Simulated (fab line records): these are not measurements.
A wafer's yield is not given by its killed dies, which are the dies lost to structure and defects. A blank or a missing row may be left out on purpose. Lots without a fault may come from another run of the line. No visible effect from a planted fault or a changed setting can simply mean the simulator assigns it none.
Matching of chambers    flow nand harc    rie diel-11 running NHARC_P_M1_DESCUM_14: 4 sister chambers
The step chemistry O2, time 3 s. 18 wafers are shown with their chamber, then 9 later ones without.

## WAFERS PAIRED WITH THEIR CHAMBERS
wafer   chamber  drypump motor current A (A)  showerhead plenum p Torr (Torr)  oes product au (a.u.)
L077.3  2        6.5                          1.89                             0.976
L077.4  1        5.4                          1.82                             1.015
L077.6  2        6.5                          1.89                             0.989
L076.1  2        6.5                          1.89                             0.992
L076.2  0        5.5                          1.89                             1.009
L076.3  1        5.4                          1.82                             1.012
L076.4  3        5.7                          1.89                             1.011
L076.5  0        5.5                          1.89                             1.009
L076.6  3        5.7                          1.89                             1.014
L083.1  2        6.5                          1.88                             0.986
L083.3  3        5.7                          1.89                             1.018
L083.6  1        5.4                          1.82                             1.013
L088.2  1        5.4                          1.82                             0.992
L088.4  0        5.5                          1.89                             0.992
L088.5  3        5.7                          1.89                             1.004
L090.2  1        5.4                          1.82                             1.008
L090.5  3        5.8                          1.89                             1.020
L090.6  2        6.5                          1.88                             0.970

SIGNATURES, as means of the wafers listed above
reading                   chamber 0  chamber 1  chamber 2  chamber 3  scatter within a chamber
drypump motor current A   5.500      5.400      6.500      5.720      0.0239
showerhead plenum p Torr  1.8900     1.8200     1.8860     1.8900     0.00293
oes product au            1.00333    1.00800    0.98260    1.01340    0.00862
Rule: for each reading, subtract the chamber's mean from the wafer's reading, divide by that reading's scatter and square the result; add these up over the readings and take the root, which gives the wafer's distance from the chamber. The wafer belongs to the nearest chamber; if the next one is less than 2 further off, it can't be placed. The scatter is the square root of a quotient: the sum, over the shown wafers, of each reading's squared deviation from its chamber's mean, divided by wafers minus chambers.

## WAFERS WITH NO CHAMBER GIVEN
wafer   drypump motor current A (A)  showerhead plenum p Torr (Torr)  oes product au (a.u.)
L092.1  5.7                          1.89                             1.018
L092.3  6.4                          1.88                             0.971
L092.4  5.4                          1.89                             0.995
L094.1  5.7                          1.89                             1.023
L094.2  5.5                          1.89                             0.990
L094.4  5.4                          1.82                             0.995
L097.2  6.5                          1.88                             0.965
L097.4  5.4                          1.82                             1.007
L097.5  5.4                          1.82                             0.994

## EACH ONE'S CHAMBER
wafer   from the rows above  in truth
L092.1  3                    3
L092.3  2                    2
L092.4  0                    0
L094.1  3                    3
L094.2  0                    0
L094.4  1                    1
L097.2  2                    2
L097.4  1                    1
L097.5  1                    1
Placed correctly: 9 of 9. Not placeable from these rows: 0. Placed wrongly: 0.
